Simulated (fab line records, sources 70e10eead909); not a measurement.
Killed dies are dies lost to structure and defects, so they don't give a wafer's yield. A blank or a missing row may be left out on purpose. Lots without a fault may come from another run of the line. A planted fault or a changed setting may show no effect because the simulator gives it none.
Chamber matching | flow nand_harc | NHARC_A_CHANNEL_FILL_D1_ALD_25 on ald_hk-02: 4 sister chambers
The step deposits SiOx, target thk 60 nm, pulse time 10 s, ald cycles 600. 18 wafers are shown with their chamber, then 9 later ones without.

WAFERS WITH THEIR CHAMBER
wafer  | chamber | heater_power_outer_w (W) | heater_power_w (W) | susceptor_temp_C (C)
L074.1 | 2       | 273                      | 484                | 300.16
L074.5 | 0       | 250                      | 462                | 300.44
L074.6 | 3       | 300                      | 500                | 299.68
L076.3 | 1       | 247                      | 457                | 300.15
L076.4 | 0       | 255                      | 456                | 300.19
L076.5 | 1       | 248                      | 448                | 299.63
L081.3 | 3       | 300                      | 493                | 300.08
L081.4 | 0       | 256                      | 456                | 300.12
L081.1 | 2       | 272                      | 475                | 299.70
L082.2 | 3       | 298                      | 506                | 299.86
L082.5 | 3       | 298                      | 513                | 299.90
L082.6 | 2       | 270                      | 478                | 300.22
L086.1 | 1       | 246                      | 448                | 300.06
L086.3 | 2       | 268                      | 481                | 300.10
L086.2 | 0       | 243                      | 445                | 299.86
L088.1 | 2       | 278                      | 477                | 300.07
L088.5 | 3       | 300                      | 489                | 299.84
L088.6 | 0       | 239                      | 454                | 300.12

SIGNATURES (means of the wafers above)
reading              | chamber 0 | chamber 1 | chamber 2 | chamber 3 | scatter within a chamber
heater_power_outer_w | 248.60    | 247.00    | 272.20    | 299.20    | 4.51
heater_power_w       | 454.60    | 451.00    | 479.00    | 500.20    | 6.71
susceptor_temp_C     | 300.1460  | 299.9467  | 300.0500  | 299.8720  | 0.203
Rule: a wafer's distance from a chamber is the root of the sum, over the readings, of the square of ((its reading less the chamber's mean) divided by the reading's scatter). The wafer belongs to the nearest chamber; if the next one is less than 2 further off, it can't be placed. The scatter: the root of (the sum of the squares of (reading less its chamber's mean) over the shown wafers, divided by (wafers less chambers)).

WAFERS WITHOUT THEIR CHAMBER
wafer  | heater_power_outer_w (W) | heater_power_w (W) | susceptor_temp_C (C)
L089.1 | 245                      | 444                | 299.82
L089.2 | 247                      | 443                | 300.06
L089.5 | 246                      | 453                | 299.71
L093.4 | 244                      | 455                | 300.12
L093.3 | 300                      | 499                | 299.81
L093.6 | 249                      | 464                | 299.88
L096.1 | 306                      | 508                | 299.99
L096.2 | 244                      | 449                | 300.27
L096.5 | 244                      | 456                | 299.98

WHICH CHAMBER EACH WENT THROUGH
wafer  | from the rows above     | in truth
L089.1 | can't be placed: 1 or 0 | 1
L089.2 | can't be placed: 1 or 0 | 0
L089.5 | can't be placed: 1 or 0 | 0
L093.4 | can't be placed: 0 or 1 | 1
L093.3 | 3                       | 3
L093.6 | can't be placed: 0 or 1 | 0
L096.1 | 3                       | 3
L096.2 | can't be placed: 0 or 1 | 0
L096.5 | can't be placed: 1 or 0 | 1
Placed correctly: 2 of 9. Can't be placed from these rows: 7 (the true chamber is among the candidates in 7). Placed wrongly: 0.
